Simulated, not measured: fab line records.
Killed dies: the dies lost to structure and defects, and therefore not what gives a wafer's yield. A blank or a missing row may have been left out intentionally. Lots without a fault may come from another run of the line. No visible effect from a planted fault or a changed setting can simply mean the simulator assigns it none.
fab line records | flow n5-finfet
record: lots: 4 | wafers: 12 | last-day: 17
route steps=1938 shown BEOL_M10@1521 BEOL_M11@1536 PASSIVATION@1936
lots that met no fault: taken from a fault-free run of the same line
start-h: start of the lot's first displayed wafer, in hours after the record's first day | wait-h: time in hours since the lot's previous step | " the same as in the row above | L1.1+2: one row covering several wafers at once | - no value, or no start was given | * or withheld: withheld | < > ~ a bound
route shown NAME@n: names a module that has steps shown in the file, with the first one's number in the route | usual: the fault-free wafers' mean and standard deviation | same: alike in all rows | chamber/n: place in a boat | sites: the reading at each site | _std_site: standard deviation of those values | _edge_site: mean of outer sites minus mean of inner sites | radius-mm: how far each site lies from the wafer's centre | mask NAME#n: copy n | behind: the tool/chamber that last shaped the wafer | hold: why the lot was held/for how many hours/how that ended | device: whichever transistor did not switch (one of n, p or np) | end of line: tests of these same wafers at the route's end | a step with no rows: only its recipe | killed: at the first sort, the dies lost to defects and structure; wafer yield is something else | map: a wafer's dies, x killed, . not, _ none there
set.NAME: the setting that was run; set.NAME@STEP: the one run at that earlier step | model.NAME: the simulator's own value behind a step, which no gauge read
a table for each step, a row for each wafer; lots at some steps of the route
services: the hour from which a tool's chamber was out of use, counted from the record's first day as start-h (under 0 if before that day), plus the number of hours and why
== steps ==
step: N5_BEOL_M10_CURE_72
recipe: temp-c: 370 | time-s: 120 | ambient: DMADMS/He | material: SiCOH_lowk
step: N5_BEOL_M10_DEGAS_44
recipe: ambient: vacuum | temp-c: 250 | time-s: 60
step: N5_BEOL_M10_PRE_CLEAN_45
recipe: gas: H2/He | time-s: 30 | temp-c: 250
step: N5_BEOL_M10_ALD_74
recipe: material: TaN | target-thk-a: 20 | temp-c: 275 | ald-precursor-family: PDMAT | ald-co-reactant: NH3 | pressure-torr: 3 | carrier-flow-sccm: 1500 | pulse-time-s: 2 | purge-time-s: 3 | co-reactant-purge-time-s: 2 | co-reactant-pulse-time-s: 3 | ald-cycles: 40 | precursor-vessel-temp-c: 75 | precursor-vessel-pressure-torr: 26.25 | precursor-vessel-carrier-sccm: 1000
step: N5_BEOL_M10_SURFACE_TREAT_76
recipe: gas: Ar | time-s: * | ion-energy-ev: * | ion-current-ma-cm2: 0.5 | pressure-mtorr: * | ar-flow-sccm: 30
step: N5_BEOL_M10_CVD_75
recipe: material: Co | target-thk-a: 20 | temp-c: withheld | precursor: CCTBA/H2 | pressure-torr: 30 | time-s: 138.9
step: N5_BEOL_M10_SPUTTER_48
recipe: material: Cu | target-thk-a: 120 | temp-c: -20 | bias-v: 60 | power-w: 26000 | chamber-pressure-pa: 0.13 | time-s: 2
step: N5_BEOL_M10_ECD_50
recipe: material: Cu | target-thk-a: 3180
step: N5_BEOL_M10_ANNEAL_51
recipe: temp-c: 225 | time-s: 90 | ambient: N2
step: N5_BEOL_M10_CMP_52
recipe: stop-on: SiCOH_lowk | t-overpolish-s: 7 | down-force-psi: 1 | platen-rpm: 50 | clearing-platen-down-force-psi: 1.5 | clearing-platen-rpm: 50 | post-cmp-clean: cu-alkaline | target-thk-nm: 140 | clearing-platen-pad-velocity-m-s: 0.99484 | pad-velocity-m-s: 0.99484
step: N5_BEOL_M10_PRE_CLEAN_55
recipe: gas: NH3 | time-s: 15 | temp-c: withheld | rf-power-w: 300
step: N5_BEOL_M10_DEP_56
recipe: material: SiCN | target-thk-a: 150 | temp-c: withheld | precursor: 3MS/NH3 | pressure-torr: 3 | rf-w: 202 | time-s: 26.5
usual: chamber-pressure-Torr: 3.000/0.0061 | showerhead-plenum-p-Torr: 3.671/0.015 | showerhead-vpp-V: 893/52 | throttle-valve-pct: 9.4/0.62
lot.wafer | tool     | chamber | start-h | wait-h | chamber-pressure-Torr | showerhead-plenum-p-Torr | showerhead-vpp-V | throttle-valve-pct
L606.3    | pecvd-01 | 0       | 240.51  | 0.0    | 2.995                 | 3.693                    | 890              | 10.2
L606.5    | "        | 1       | "       | "      | 2.998                 | 3.663                    | 814              | 9.3
L606.6    | "        | 0       | "       | "      | 3.002                 | 3.701                    | 888              | 10.3
L616.1    | pecvd-01 | 1       | 309.74  | 0.0    | 2.996                 | 3.669                    | 818              | 9.1
L616.2    | "        | 0       | "       | "      | 3.003                 | 3.695                    | 880              | 10.4
L616.4    | "        | 2       | "       | "      | 3.002                 | 3.672                    | 907              | 9.6
L618.1    | pecvd-01 | 0       | 315.56  | 0.0    | 2.998                 | 3.694                    | 895              | 10.3
L618.2    | "        | 2       | "       | "      | 3.014                 | 3.677                    | 916              | 9.4
L618.4    | "        | 1       | "       | "      | 2.996                 | 3.664                    | 821              | 9.1
L623.2    | pecvd-04 | 0       | 355.74  | 0.0    | 2.986                 | 3.668                    | 869              | 9.0
L623.3    | "        | 2       | "       | "      | 3.004                 | 3.663                    | 923              | 9.4
L623.6    | "        | 1       | "       | "      | 3.000                 | 3.658                    | 1019             | 9.2
step: N5_BEOL_M10_INSPECT_58
recipe: inspect-instrument: darkfield | mode: post-dep
usual: raw-defect-count: 68/22
lot.wafer | tool              | chamber | start-h | wait-h | raw-defect-count
L606.3    | defect-inspect-01 | -       | 240.61  | 0.0    | 68
L606.5    | "                 | -       | "       | "      | 52
L606.6    | "                 | -       | "       | "      | 60
L616.1    | defect-inspect-02 | -       | 309.84  | 0.0    | 973
L616.2    | "                 | -       | "       | "      | 41
L616.4    | "                 | -       | "       | "      | 37
L618.1    | defect-inspect-01 | -       | 315.66  | 0.0    | 101
L618.2    | "                 | -       | "       | "      | 96
L618.4    | "                 | -       | "       | "      | 952
L623.2    | defect-inspect-01 | -       | 355.84  | 0.0    | 97
L623.3    | "                 | -       | "       | "      | 79
L623.6    | "                 | -       | "       | "      | 86
step: N5_BEOL_M11_ILD_DEP_00
recipe: material: SiCOH_lowk | target-thk-a: 3085.1 | temp-c: 300 | precursor: DEMS/porogen | pressure-torr: 5 | rf-w: 500 | time-s: 58
step: N5_BEOL_M11_CURE_71
recipe: temp-c: 385 | time-s: 240 | ambient: He/Ar | material: SiCOH_lowk
step: N5_BEOL_M11_PECVD_70
recipe: material: SiO2 | target-thk-a: 200 | temp-c: 400 | precursor: TEOS/O2 | pressure-torr: 5.5 | rf-w: 450 | teos-flow-sccm: 53.8 | gas: O2 | flow-sccm: 3000 | time-s: 22.7
step: N5_BEOL_M11_HM_DEP_02
recipe: material: TiN | target-thk-a: 200 | temp-c: 25 | chamber-pressure-pa: 0.49996
step: N5_BEOL_M11_COAT_59
recipe: resist: SOC | temp-c: 250 | time-s: 60 | spin-rpm: 1500 | resist-thk-nm: 100
step: N5_BEOL_M11_COAT_60
recipe: resist: SiARC | temp-c: 220 | time-s: 60 | spin-rpm: 1500 | resist-thk-nm: 30
step: N5_BEOL_M11_COAT_05
recipe: resist: CAR-ArF | spin-rpm: 1500 | resist-thk-nm: 90
step: N5_BEOL_M11_EBR_07
recipe: solvent: PGMEA | ebr-width-mm: 1.5
step: N5_BEOL_M11_SOFTBAKE_06
recipe: temp-c: 110 | time-s: 60 | resist: CAR-ArF
step: N5_BEOL_M11_EXPOSE_08
recipe: mask-id: M11 | na: 1.35 | source-shape: dipole | sigma-inner: 0.411 | sigma-outer: 0.611 | polarization: te | dose-mj: 53.75
step: N5_BEOL_M11_PEB_09
recipe: peb-temp-c: withheld | peb-time-s: 60 | resist: CAR-ArF
step: N5_BEOL_M11_DEVELOP_10
recipe: develop-time-s: 30 | developer: TMAH | resist: CAR-ArF | rinse-liquid: diw | dry: air-spin | dev-temp-c: 23
step: N5_BEOL_M11_INSPECT_13
recipe: mode: adi | inspect-instrument: brightfield
usual: raw-defect-count: 399/92
lot.wafer | tool              | chamber | start-h | wait-h | raw-defect-count
L606.3    | defect-inspect-01 | -       | 242.30  | 0.0    | 522
L606.5    | "                 | -       | "       | "      | 293
L606.6    | "                 | -       | "       | "      | 385
L616.1    | defect-inspect-02 | -       | 311.27  | 0.0    | 1175
L616.2    | "                 | -       | "       | "      | 208
L616.4    | "                 | -       | "       | "      | 184
L618.1    | defect-inspect-01 | -       | 317.76  | 0.0    | 408
L618.2    | "                 | -       | "       | "      | 497
L618.4    | "                 | -       | "       | "      | 1399
L623.2    | defect-inspect-01 | -       | 357.69  | 0.0    | 442
L623.3    | "                 | -       | "       | "      | 323
L623.6    | "                 | -       | "       | "      | 423
step: N5_BEOL_M11_DESCUM_16
recipe: chemistry: O2 | time-s: 7.9 | source-power-w: 50 | bias-power-w: 20 | pressure-mtorr: 20 | rf-frequency-hz: 2.712e+07 | temp-c: 40 | resist: CAR-ArF | o2-flow-sccm: 225
step: N5_PASSIVATION_PROBE_49
usual: defect-limited-yield: 91.5/1.6 | killed_at_M0_to_M3: 33/10 | killed_at_M4_up: 13/5.6 | killed-at-contacts: 13/6 | killed-at-front-end: 39/12 | killed-at-other: 3.0/2.8 | killed-dies: 101/19 | killed-open: 65/13 | killed-short: 32/8.3 | sort_bin_5_function: 5.0/1 | sort_bin_6_memory: 3.1/0.69 | sort-n-pass: 1079/19 | sort-yield-pct: 91.5/1.6
same: gross-dies: 1180 | killed-at-back-side: 0 | sort_bin_4_leakage[%]: 0 | sort_bin_8_speed[%]: 0
lot.wafer | tool      | chamber | start-h | wait-h | defect-limited-yield[%] | killed_at_M0_to_M3 | killed_at_M4_up | killed-at-contacts | killed-at-front-end | killed-at-other | killed-dies | killed-open | killed-short | sort_bin_5_function[%] | sort_bin_6_memory[%] | sort-n-pass | sort-yield-pct[%]
L616.1    | prober-01 | -       | 355.45  | 0.0    | 81.1                    | 26                 | 148             | 16                 | 32                  | 1               | 223         | 58          | 21           | 11.9                   | 3.7                  | 957         | 81.1
L618.4    | prober-02 | -       | 363.98  | 0.2    | 79.6                    | 38                 | 136             | 23                 | 43                  | 1               | 241         | 70          | 41           | 11.8                   | 4.4                  | 939         | 79.6
killed by level:class
L616.1 BEOL_M10:unspecified=143 MOL_CONTACT_COAG:geometric-particle:open=13 FIN_SAQP:geometric-particle:open=10 FIN_SAQP:geometric-particle:short=8 BEOL_M3:geometric-particle:open=7 BEOL_M1:geometric-particle:open=6 BEOL_M0_SAQP:geometric-particle:open=5 BEOL_M2:geometric-particle:open=4
L618.4 BEOL_M10:unspecified=124 MOL_CONTACT_COAG:geometric-particle:open=16 BEOL_M0_SAQP:geometric-particle:short=14 BEOL_M2:geometric-particle:open=10 STI_FIN_REVEAL:geometric-particle:open=7 MOL_CONTACT_COAG:geometric-particle:short=6 STARTING-WAFER:geometric-particle:open=6 FIN_SAQP:geometric-particle:short=5
map L616.1 (x killed, . not)
_________________............________________
______________.................._____________
___________.x.................x.x..__________
__________.........................._________
________.............................._______
_______..x...x...x..xx...x......x......______
______.................................._____
_____.........x..........xx...........x..____
____.........x..xx.......................x___
___........x..............xx...............__
___......x.....xx.......x..................__
__..x....x..x.......................x......._
__.....xx...x......x....x..................._
_............................................
_..x......................................x..
_....x.x.............................x.......
_....x.........x.......x........x.x....x.x...
_x...x.............................xx........
_..x............................x.........x.x
_..........................x.xxx.xx..........
_....x.............x........xxxxxxxxx........
__.....x.................xxxxxxxxxx.xx......_
__.................x.....xxxxxxxxxxxxx......_
___...........xx...x..x.xxxxxxxxxxxxxx.x...__
___..........xx.........x.xxxxxxxxxxxxx....__
____...................xx.xxxxxxxxxxxxx.x.___
_____.........x......xxxxxxxxxxxxxxxxx.x.____
______..................xxxxxxxxxxxxx..._____
_______....x.............xxxxxxxxxx.xx.______
________...x..........xx..xxxxxxxxxx.._______
__________...x.............xx.xxx.xx_________
___________x.....................x.__________
______________...x.......x..xx.._____________
_________________........x..x________________
map L618.4 (x killed, . not)
_________________............________________
______________..........x.x....x_____________
___________.x....x............x.x.x__________
__________........x....x..x........._________
________...........x........x........._______
_______...............x..x...xx........______
______.......................x..x......._____
_____.x................................x.____
____...................x.......xx........x___
___....x..........................x..x.x...__
___.................................x.x...x__
__.............................x...x..xx...._
__.....x............x......x...........x...._
_.....xx.x...........x..x..x..............x..
_.....x......x.........x.....................
_......xx...x..x...x..x......................
_..........................x..............x..
_...x..x.......x....x.......x.......x......x.
_.x.......xx.......x..........x...x.x........
_x....x...x..............xx....xx...x........
_.........................xxxxxxxxxx.x..x....
__..............x.......xxxx.xxxxxxxx....x.x_
__................xx.....xxxxxxxxxxx.xxx...._
___x..x..x.............xxxx.xxxxxxxx.x.....__
___...............x....xx.xxxxxxxxxxxx.....__
____....xx............xx.xxxxxxxxxxxxxx.x.___
_____.......x............xxxxxxxxxxxxx...____
______...xxx........x.x..xxxxxxxxxxx...._____
_______.................xxxxxxxxxxx..x.______
________....x.......x...x..xxxxxxxxxxx_______
__________.............x..xxx.x.x.xx_________
___________..........x.....x.......__________
______________.................._____________
_________________..x....x....________________
== services ==
tool     | chamber | start-h | hours | kind
pecvd-01 | 2       | 217.11  | 6.5   | repair
pecvd-01 | -       | 252.22  | 2.3   | repair
pecvd-04 | 0       | 271.90  | 10.6  | repair
pecvd-04 | 0       | 320.09  | 16.5  | scheduled-down
== key ==
first-sign: step: N5_BEOL_M10_INSPECT_58 | reading: raw-defect-count | direction: up | sigmas: 41 | usual: 68 | struck: 962
effect: step: N5_BEOL_M11_INSPECT_13 | reading: raw-defect-count | direction: up | sigmas: 9.6 | usual: 399 | struck: 1287
effect: step: N5_PASSIVATION_PROBE_49 | reading: killed_at_M4_up | direction: up | sigmas: 23 | usual: 13 | struck: 142
more-kills-born-at: N5_BEOL_M10_DEP_56@pecvd-01: 267
met-at N5_BEOL_M10_DEP_56
struck-wafers L616.1,L618.4
baseline-loss: step: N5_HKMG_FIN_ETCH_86 | wafers: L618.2
onset-between 240.51 309.74
fault: kind: chamber-particle-source | tool: pecvd-01 | chamber: 1 | onset-h: 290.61 | steps: N5_BEOL_M10_DEP_56 | rate-per-visit-cm2: 1.3851 | end-h: 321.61
baseline-loss: these wafers lose ten dies or more at that step, a loss of the line's own and not of a fault; the sort's usual values leave them out
